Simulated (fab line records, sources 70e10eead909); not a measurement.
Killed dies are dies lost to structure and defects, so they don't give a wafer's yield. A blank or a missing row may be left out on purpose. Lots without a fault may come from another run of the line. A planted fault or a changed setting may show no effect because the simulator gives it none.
Which tool did it? | flow nand_harc | 13 lots, 36 wafers sampled, at 5 steps of a route of 1302

WHAT THE GAUGES READ, wafer by wafer
NHARC_A_CONTACT_CD_MEAS_69: target cd 300 nm. Usual: cd_nm 300.1 nm, standard deviation 0.59.
lot  | measured     | on        | cd_nm (nm)        | flag
L375 | day 21 13:11 | cd_sem-02 | 299.7 299.8 299.8 |
L376 | day 22 14:00 | cd_sem-01 | 300.4 300.9 300.4 |
L378 | day 22 19:05 | cd_sem-02 | 299.2 299.4 299.6 |
L379 | day 23 13:40 | cd_sem-02 | 300.4 300.5 299.8 |
L382 | day 24 09:04 | cd_sem-03 | 300.6 300.5 300.8 |
L381 | day 24 16:29 | cd_sem-03 | 300.4 299.5 299.8 |
L384 | day 25 00:26 | cd_sem-02 | 300.6 300.5 300.2 |
L390 | day 28 02:13 | cd_sem-01 | 299.1 299.1       |
L389 | day 28 07:03 | cd_sem-03 | 299.5 300.1       |
L391 | day 28 11:34 | cd_sem-03 | 300.0 300.9       |
L395 | day 30 14:37 | cd_sem-01 | 299.8 300.4 299.9 |
L397 | day 31 18:18 | cd_sem-02 | 300.1 300.1 299.9 |
L398 | day 31 21:35 | cd_sem-02 | 299.5 298.4 299.3 |

NHARC_END_SORT_01. Usual: killed_at_array 54, standard deviation 17; killed_at_other 1.0, standard deviation 1.4; killed_at_periphery 3.6, standard deviation 2.1; killed_dies 58, standard deviation 17; killed_open 3.2, standard deviation 2; killed_short 2.5, standard deviation 1.5.
lot  | measured     | on        | killed_at_array | killed_at_other | killed_at_periphery | killed_dies | killed_open | killed_short | flag
L376 | day 25 02:55 | prober-02 | 49 46 56        | 1 0 3           | 3 4 7               | 53 50 66    | 3 4 7       | 1 1 1        |
L379 | day 26 03:07 | prober-02 | 31 51 31        | 5 4 3           | 4 5 5               | 40 60 39    | 2 5 2       | 1 2 2        |
L381 | day 27 05:40 | prober-01 | 61 83 86        | 1 1 3           | 4 1 3               | 66 85 92    | 3 3 2       | 3 2 2        |
L384 | day 27 15:53 | prober-02 | 61 55 26        | 2 1 2           | 6 5 3               | 69 61 31    | 4 0 2       | 3 0 2        |
L390 | day 30 14:54 | prober-01 | 247 52          | 1 0             | 5 8                 | 253 60      | 4 6         | 2 3          | OFF
L389 | day 30 14:57 | prober-02 | 166 205         | 0 0             | 2 4                 | 168 209     | 3 3         | 1 3          | OFF
L391 | day 31 04:39 | prober-01 | 182 33          | 1 1             | 6 5                 | 189 39      | 2 2         | 6 6          | OFF
L395 | day 33 05:17 | prober-02 | 85 61 88        | 0 0 0           | 5 4 4               | 90 65 92    | 4 6 4       | 1 0 3        |

WHICH TOOL RAN EACH LOT (tool, then ch and the chambers of the sampled wafers, then the start)
lot  | NHARC_A_CONTACT_DESCUM_74          | NHARC_A_CONTACT_ETCH_75            | NHARC_A_CONTACT_ETCH_125
L375 | rie_diel-09 ch 0,2,3, day 21 13:46 | rie_diel-09 ch 0,1,3, day 21 13:50 | har_cap_etch-03 ch 0,1, day 21 15:30
L376 | rie_diel-02 ch 1,3, day 22 14:11   | rie_diel-02 ch 1,2,3, day 22 14:16 | har_cap_etch-02 ch 0,1, day 22 15:56
L378 | rie_diel-09 ch 1,2,3, day 22 19:16 | rie_diel-09 ch 0,2,3, day 22 19:22 | har_cap_etch-01 ch 0,1, day 22 21:01
L379 | rie_diel-09 ch 0,1, day 23 13:50   | rie_diel-09 ch 0,1,2, day 23 13:56 | har_cap_etch-03 ch 0,1, day 23 15:38
L382 | rie_diel-09 ch 0,2,3, day 24 09:16 | rie_diel-09 ch 0,1,3, day 24 09:20 | har_cap_etch-03 ch 0,1, day 24 11:08
L381 | rie_diel-11 ch 2,3, day 24 16:41   | rie_diel-11 ch 1,2,3, day 24 16:47 | har_cap_etch-03 ch 0,1, day 24 18:27
L384 | rie_diel-09 ch 0,3, day 25 00:37   | rie_diel-09 ch 1,3, day 25 00:54   | har_cap_etch-01 ch 0,1, day 25 02:58
L390 | rie_diel-09 ch 0,1, day 28 02:25   | rie_diel-09 ch 1,2, day 28 02:30   | har_cap_etch-01 ch 1, day 28 04:10
L389 | rie_diel-09 ch 0,2, day 28 07:14   | rie_diel-09 ch 1,3, day 28 07:20   | har_cap_etch-02 ch 0, day 28 08:59
L391 | rie_diel-09 ch 0,3, day 28 11:47   | rie_diel-09 ch 0,1, day 28 11:59   | har_cap_etch-03 ch 0,1, day 28 13:44
L395 | rie_diel-02 ch 2,3, day 30 14:48   | rie_diel-02 ch 1,2, day 30 14:53   | har_cap_etch-01 ch 0,1, day 30 16:37
L397 | rie_diel-09 ch 0,1,3, day 31 18:29 | rie_diel-09 ch 0,3, day 31 18:34   | har_cap_etch-01 ch 0,1, day 31 20:16
L398 | rie_diel-09 ch 0,1, day 31 21:46   | rie_diel-09 ch 0,1, day 31 21:51   | har_cap_etch-03 ch 0,1, day 31 23:30
- NHARC_A_CONTACT_DESCUM_74: chemistry O2, time 3 s.
- NHARC_A_CONTACT_ETCH_75: etches the open film in CF4, target depth 39 nm, time 65 s.
- NHARC_A_CONTACT_ETCH_125: etches the open film in C4F8/O2/Ar, time 197 s, target depth 1918 nm.

WHAT THE TOOLS THEMSELVES READ (means of the sampled wafers that have a number; where no wafer has one, the mark that the record gives instead)
NHARC_A_CONTACT_DESCUM_74. Usual: drypump_motor_current_A 5.6 A, standard deviation 0.43; oes_product_au 1.003 a.u., standard deviation 0.011; rf_vpp_V 57.6 V, standard deviation 0.98; showerhead_plenum_p_Torr 1.88 Torr, standard deviation 0.092; throttle_valve_pct 11.309 %, standard deviation 0.008.
lot  | tool        | drypump_motor_current_A (A) | oes_product_au (a.u.) | rf_vpp_V (V) | showerhead_plenum_p_Torr (Torr) | throttle_valve_pct (%) | flag
L375 | rie_diel-09 | 5.5                         | 1.001                 | 57.9         | 1.86                            | 11.314                 |
L376 | rie_diel-02 | 5.6                         | 1.002                 | 57.7         | 1.89                            | 11.314                 |
L378 | rie_diel-09 | 5.5                         | 1.009                 | 58.3         | 1.91                            | 11.307                 |
L379 | rie_diel-09 | 5.4                         | 1.008                 | 57.5         | 1.89                            | 11.306                 |
L382 | rie_diel-09 | 5.5                         | 1.000                 | 57.5         | 1.86                            | 11.314                 |
L381 | rie_diel-11 | 5.8                         | 0.990                 | 57.3         | 1.88                            | 11.308                 |
L384 | rie_diel-09 | 5.5                         | 1.003                 | 57.7         | 1.86                            | 11.309                 |
L390 | rie_diel-09 | 5.3                         | 1.010                 | 58.0         | 1.85                            | 11.317                 |
L389 | rie_diel-09 | 5.2                         | 0.982                 | 56.9         | 1.77                            | 11.309                 |
L391 | rie_diel-09 | 5.7                         | 0.994                 | 58.5         | 1.90                            | 11.312                 |
L395 | rie_diel-02 | 5.6                         | 1.008                 | 57.3         | 1.85                            | 11.314                 |
L397 | rie_diel-09 | 5.6                         | 0.999                 | 57.4         | 1.91                            | 11.305                 |
L398 | rie_diel-09 | 5.3                         | 1.010                 | 56.5         | 1.82                            | 11.309                 |

NHARC_A_CONTACT_ETCH_75. Usual: drypump_motor_current_A 5.6 A, standard deviation 0.43; oes_product_au 1.002 a.u., standard deviation 0.011; rf_vpp_V 150.9 V, standard deviation 1.1; showerhead_plenum_p_Torr 1.74 Torr, standard deviation 0.078; throttle_valve_pct 13.283 %, standard deviation 0.0083.
lot  | tool        | drypump_motor_current_A (A) | oes_product_au (a.u.) | rf_vpp_V (V) | showerhead_plenum_p_Torr (Torr) | throttle_valve_pct (%) | flag
L375 | rie_diel-09 | 5.5                         | 0.995                 | 152.0        | 1.77                            | 13.275                 |
L376 | rie_diel-02 | 5.9                         | 0.998                 | 151.1        | 1.76                            | 13.289                 |
L378 | rie_diel-09 | 5.5                         | 1.000                 | 150.2        | 1.72                            | 13.292                 |
L379 | rie_diel-09 | 5.3                         | 1.001                 | 150.7        | 1.70                            | 13.285                 |
L382 | rie_diel-09 | 5.6                         | 1.002                 | 151.5        | 1.77                            | 13.287                 |
L381 | rie_diel-11 | 5.8                         | 0.998                 | 150.5        | 1.74                            | 13.283                 |
L384 | rie_diel-09 | 5.8                         | 1.004                 | 151.7        | 1.84                            | 13.283                 |
L390 | rie_diel-09 | 5.2                         | 0.917                 | 149.8        | 1.71                            | 13.287                 | OFF
L389 | rie_diel-09 | 5.7                         | 0.831                 | 151.8        | 1.83                            | 13.273                 | OFF
L391 | rie_diel-09 | 5.3                         | 0.913                 | 150.1        | 1.72                            | 13.281                 | OFF
L395 | rie_diel-02 | 6.3                         | 1.000                 | 151.1        | 1.74                            | 13.282                 |
L397 | rie_diel-09 | 5.5                         | 0.992                 | 150.2        | 1.71                            | 13.290                 |
L398 | rie_diel-09 | 5.3                         | 1.009                 | 150.3        | 1.69                            | 13.280                 |

THE ANSWER, worked out from the rows above alone
Rule: a lot is off if the mean of its wafers that have a number lies more than 3 standard deviations from the usual mean. A lot without any number at a reading at which 4 lots or more have one is off too. The other lots that the step has rows for count as sound. The gauges are gone through in route order, then the tools' own readings, and for those a lot's mean is taken as printed above. The first step at which some lot is off is used, and at that step the reading that is off furthest; a lot without a number counts as furthest.
Off: L390, L389, L391, at NHARC_END_SORT_01 (killed_at_array). Neither off nor sound, because the step has no rows for them: L375, L378, L382, L397, L398.
A tool fits if, at a process step before that reading, it ran every lot that is off, and no sound lot after the first of them. The gauges at NHARC_END_SORT_01 aren't tried: what is off there is off at NHARC_A_CONTACT_ETCH_75 too, on other tools, and a gauge's error can't cause that. One fits: rie_diel-09 at NHARC_A_CONTACT_DESCUM_74 and NHARC_A_CONTACT_ETCH_75. At NHARC_A_CONTACT_DESCUM_74 its last sound lot is L384 (day 25 00:37), its first lot that is off L390 (day 28 02:25): a fault that began between those two fits.

WHAT THE SIMULATOR HAD PUT IN
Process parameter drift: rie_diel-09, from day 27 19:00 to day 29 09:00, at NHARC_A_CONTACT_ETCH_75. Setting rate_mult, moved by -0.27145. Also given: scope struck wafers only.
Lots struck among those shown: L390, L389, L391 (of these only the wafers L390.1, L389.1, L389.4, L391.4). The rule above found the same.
